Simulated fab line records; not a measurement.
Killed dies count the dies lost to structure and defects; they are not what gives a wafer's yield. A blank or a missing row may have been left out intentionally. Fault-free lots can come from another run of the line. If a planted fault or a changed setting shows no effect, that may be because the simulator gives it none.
Matching of chambers ; flow n5Finfet ; 3 sister chambers for N5_BEOL_M4_CO_CAP_55 on cvdCo-02
The step material Co, precursor CCTBA/H2, target thk 2 nm, time 102.1 s. 6 wafers are shown with their chamber, then 9 later ones without.

## WAFERS, EACH WITH ITS CHAMBER
wafer;chamber;heaterPowerW (W);runLengthS (s)
L588.1;1;211;124.5
L588.5;1;214;124.5
L591.3;2;194;124.3
L591.4;0;265;125.3
L591.5;2;200;124.4
L592.1;0;268;125.1

## WAFERS WHOSE CHAMBER IS MISSING
wafer;heaterPowerW (W);runLengthS (s)
L592.4;195;124.1
L592.5;216;124.7
L595.3;211;124.3
L595.4;276;125.8
L595.6;274;126.0
L594.1;195;124.5
L594.4;216;124.8
L594.6;193;124.3
L598.2;197;124.6

## WHICH CHAMBER EACH ONE RAN IN
wafer;from the rows above;in truth
L592.4;2;2
L592.5;1;1
L595.3;1;1
L595.4;0;0
L595.6;0;0
L594.1;2;2
L594.4;1;1
L594.6;2;2
L598.2;2;2
Correct placement for 9 of the 9. Can't be placed from these rows: 0. Number placed wrongly: 0.
How it was worked out, from the rows above alone: a wafer's distance from a chamber is the root of the sum, over the readings, of the square of ((its reading less the chamber's mean) divided by the reading's scatter). The wafer belongs to the nearest chamber; if the next one is less than 2 further off, it can't be placed. A chamber's mean is the mean of its shown wafers. The scatter: take each reading less its chamber's mean, square it, sum over the shown wafers, divide by the number of wafers less the number of chambers, and take the root.
